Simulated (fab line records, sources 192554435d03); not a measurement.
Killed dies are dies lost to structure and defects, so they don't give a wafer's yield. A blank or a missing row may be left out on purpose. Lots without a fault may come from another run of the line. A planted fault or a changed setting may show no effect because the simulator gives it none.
Chamber matching | flow n5_finfet | N5_BEOL_M7_CMP_52 on cmp-01: 4 sister chambers
The step polishes, stops on SiCOH lowk, t overpolish 6.9 s, target thk 80 nm. 4 wafers are shown with their chamber, then 11 later ones without.

WAFERS WITH THEIR CHAMBER
wafer  | chamber | motor_current_A (A)
L090.1 | 3       | 6.0
L090.2 | 1       | 6.0
L090.3 | 0       | 5.5
L092.1 | 2       | 6.5

WAFERS WITHOUT THEIR CHAMBER
wafer  | motor_current_A (A)
L092.4 | 5.4
L092.5 | 6.4
L093.1 | 5.6
L093.4 | 5.6
L093.6 | 5.7
L094.2 | 5.5
L094.3 | 5.8
L094.6 | 6.8
L095.2 | 5.8
L095.4 | 5.8
L095.5 | 5.9

WHICH CHAMBER EACH WENT THROUGH
wafer  | from the rows above          | in truth
L092.4 | 0                            | 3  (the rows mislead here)
L092.5 | can't be placed: 2 or 1 or 3 | 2
L093.1 | can't be placed: 0 or 1 or 3 | 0
L093.4 | can't be placed: 0 or 1 or 3 | 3
L093.6 | can't be placed: 0 or 1 or 3 | 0
L094.2 | 0                            | 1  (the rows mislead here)
L094.3 | can't be placed: 1 or 3 or 0 | 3
L094.6 | 2                            | 2
L095.2 | can't be placed: 1 or 3 or 0 | 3
L095.4 | can't be placed: 1 or 3 or 0 | 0
L095.5 | can't be placed: 1 or 3 or 0 | 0
Placed correctly: 1 of 11. Can't be placed from these rows: 8 (the true chamber is among the candidates in 8). Placed wrongly: 2.
How it was worked out, from the rows above alone: a wafer's distance from a chamber is the root of the sum, over the readings, of the square of ((its reading less the chamber's mean) divided by the reading's scatter). The wafer belongs to the nearest chamber; if the next one is less than 2 further off, it can't be placed. A chamber's mean is the mean of its shown wafers. The scatter: with one shown wafer a chamber, the root of the mean of the squares of how far each hidden wafer lies from its nearest shown one.
